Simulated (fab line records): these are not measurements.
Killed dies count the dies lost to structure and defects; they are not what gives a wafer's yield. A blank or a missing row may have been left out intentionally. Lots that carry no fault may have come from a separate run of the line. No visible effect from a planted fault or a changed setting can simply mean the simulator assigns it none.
Matching of chambers | flow nandHarc | pecvd-03 running NHARC_A_BONDPAD_DEP_00: 3 sister chambers
The step deposits SiCN, target thk 250 nm. 3 wafers are shown with their chamber, then 9 later ones without.

## WAFERS PAIRED WITH THEIR CHAMBERS
wafer  | chamber | showerheadVppV (V)
L290.1 | 0       | 1271
L290.2 | 1       | 1353
L290.3 | 2       | 1188

## WAFERS WHOSE CHAMBER IS MISSING
wafer  | showerheadVppV (V)
L291.4 | 1203
L291.5 | 1362
L291.6 | 1276
L289.4 | 1305
L289.5 | 1174
L289.6 | 1338
L295.2 | 1335
L295.4 | 1339
L295.6 | 1181

## WHICH CHAMBER EACH WENT THROUGH
wafer  | from the rows above     | in truth
L291.4 | 2                       | 2
L291.5 | 1                       | 1
L291.6 | 0                       | 0
L289.4 | can't be placed: 0 or 1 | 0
L289.5 | 2                       | 2
L289.6 | 1                       | 1
L295.2 | 1                       | 1
L295.4 | 1                       | 1
L295.6 | 2                       | 2
Correctly placed: 8 of 9. From these rows, 1 cannot be placed; in 1 the true chamber is one of the candidates. Wrongly placed: 0.
How it was worked out, from the rows above alone: a wafer's distance from a chamber is the root of the sum, over the readings, of the square of ((its reading less the chamber's mean) divided by the reading's scatter). The wafer belongs to the nearest chamber; if the next one is less than 2 further off, it can't be placed. The mean given for a chamber averages the wafers shown for that chamber. The scatter: with one shown wafer a chamber, the root of the mean of the squares of how far each hidden wafer lies from its nearest shown one.
